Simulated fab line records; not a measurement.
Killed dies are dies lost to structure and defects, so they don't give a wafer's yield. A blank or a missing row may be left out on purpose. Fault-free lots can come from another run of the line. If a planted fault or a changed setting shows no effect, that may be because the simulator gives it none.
A struck lot beside a sound one    flow n5_finfet    38 out of 1938 route steps
Sound: the wafers L864.2, L864.3, L864.6. Wafers struck: L874.3, L874.4, L874.6. Last of all comes the cause.
At each step with rows: each side's tool, then ch and its chambers, then its first start. Under that, the readings that differ: sound wafers    struck wafers    difference of the means    sigmas: that difference in standard deviations of wafers without a fault.
alike: a reading whose means differ by less than 2 such deviations, as well as words and numbers matching on both sides. not compared: withheld readings; readings where some wafer has no value; bounds like >300 that might hide an equal value; numbers whose values overlap and for which the record gives no deviation.
Wherever a step has rows on one side only, a row that says differs or no value, or a row with sigmas, the two part there. Numbers that don't overlap but have no deviation are shown without sigmas and don't part them. Lack of a reading on every wafer of one side parts them only where that side has two or more wafers.

first, 11 steps without rows for these wafers: N5_BEOL_M0_SAQP_STRIP_108 (strips in N2/H2); N5_BEOL_M0_SAQP_RECESS_109 (chemistry HF/NH3, target SiO2, target depth 3 nm, afs cycles 1, sublimation time 60 s); N5_BEOL_M0_SAQP_SPACER2_ALD_26 (deposits SiO2, target thk 15 nm, pulse time 1 s, purge time 2 s); N5_BEOL_M0_SAQP_SPACER2_ETCHBACK_27 (etches SiO2 in CHF3/O2, target depth 22.5 nm, time 11.25 s); N5_BEOL_M0_SAQP_MANDREL2_REMOVE_110 (chemistry HBr/Cl2/O2, target a-Si, stops on SiCN, bt time 10 s); N5_BEOL_M0_SAQP_COAT_69 (time 60 s, resist thk 90 nm); N5_BEOL_M0_SAQP_COAT_72 (time 60 s, resist thk 15 nm); N5_BEOL_M0_SAQP_COAT_87 (time 60 s, resist thk 5 nm); N5_BEOL_M0_SAQP_COAT_34 (resist thk 30 nm); N5_BEOL_M0_SAQP_EBR_36; N5_BEOL_M0_SAQP_SOFTBAKE_35 (time 60 s).
N5_BEOL_M0_SAQP_EXPOSE_37: exposes mask M0 CUT1, target cd 30 nm.
  sound on euv_scanner-01 ch 0, day 6 10:52; struck on euv_scanner-01 ch 0, day 9 05:55
reading                               sound           struck    difference  sigmas
model.BEOL_M0_SAQP.overlay_x_nm (nm)  -0.2 -0.2 -0.2  13 13 13  +13         
  alike: mask
then, 2 steps without rows for these wafers: N5_BEOL_M0_SAQP_PEB_38 (peb time 60 s); N5_BEOL_M0_SAQP_DEVELOP_39 (develop time 30 s).
N5_BEOL_M0_SAQP_OVL_MEAS_41:
  sound on overlay-02 ch 0, day 6 11:02; struck on overlay-01 ch 0, day 9 06:04
reading           sound           struck          difference  sigmas
M0_CUT1_OVL (nm)  -0.5 -0.7 -0.5  12.5 12.0 12.5  +12.9       +18
then, 21 steps without rows for these wafers: N5_BEOL_M0_SAQP_DESCUM_45 (chemistry O2, time 7 s); N5_BEOL_M0_SAQP_ETCH_88 (etches underlayer in N2/H2, target depth 6.5 nm, time 5.2 s); N5_BEOL_M0_SAQP_ETCH_73 (etches SiARC in CF4, target depth 19.5 nm, time 32.5 s); N5_BEOL_M0_SAQP_CUT_ETCH_46 (etches SOC in N2/H2, target depth 135 nm, overetch 27 nm, time 202.5 s); N5_BEOL_M0_SAQP_STRIP_74 (strips in N2/H2); N5_BEOL_M0_SAQP_STRIP_89 (strips in N2/H2); N5_BEOL_M0_SAQP_ALD_48 (deposits SiO2, target thk 20 nm, pulse time 1 s, co reactant pulse time 1 s); N5_BEOL_M0_SAQP_ETCH_49 (etches SiO2 in CF4/O2, target depth 37 nm); N5_BEOL_M0_SAQP_STRIP_75 (strips in CF4); N5_BEOL_M0_CUTY_COAT_50 (time 60 s, resist thk 15 nm); N5_BEOL_M0_CUTY_COAT_51 (resist thk 150 nm); N5_BEOL_M0_CUTY_EBR_52; N5_BEOL_M0_CUTY_SOFTBAKE_53 (time 60 s); N5_BEOL_M0_CUTY_EXPOSE_54 (exposes mask M0 ABLK); N5_BEOL_M0_CUTY_PEB_55 (peb time 60 s); N5_BEOL_M0_CUTY_DEVELOP_56 (develop time 30 s); N5_BEOL_M0_CUTY_DESCUM_61 (chemistry O2, time 7.9 s); N5_BEOL_M0_CUTY_ETCH_62 (etches SiARC in CF4, time 58.5 s); N5_BEOL_M0_CUTY_ETCH_63 (etches SOC in N2/H2, target depth 82.7 nm, overetch 16.5 nm, time 124 s); N5_BEOL_M0_CUTY_STRIP_64 (strips in N2/H2); N5_BEOL_M0_ETCH_138 (etches SiCN in CH3F/O2, target depth 12 nm, time 31.6 s).
-- a jump in the record: the struck wafers' starts before and after are 4 days apart (it breaks off in module BEOL_M0 and resumes in module BEOL_M4, where the first step shown is number 1111 of the route) --
N5_BEOL_M4_RC_MEAS_101:
  sound on prober-02 ch 0, day 10 23:17; struck on prober-01 ch 0, day 12 23:16
  alike: DIBL_N, DIBL_P, IOFF_N, IOFF_P, ION_N, ION_P, SS_N, SS_P, VT_N, VT_P
-- the record jumps here: 4 days lie between the struck wafers' starts before and after (it left off in module BEOL_M4 and takes up again in module PASSIVATION, whose first step shown is number 1936 of the route) --
N5_PASSIVATION_PROBE_49:
  the record has rows for the struck wafers here (prober-01, day 17 08:28) and none for the sound ones

== WHERE THEY PART ==
At N5_BEOL_M0_SAQP_OVL_MEAS_41 first; at N5_PASSIVATION_PROBE_49 last (within this record only).

WHY: what the simulator had put in
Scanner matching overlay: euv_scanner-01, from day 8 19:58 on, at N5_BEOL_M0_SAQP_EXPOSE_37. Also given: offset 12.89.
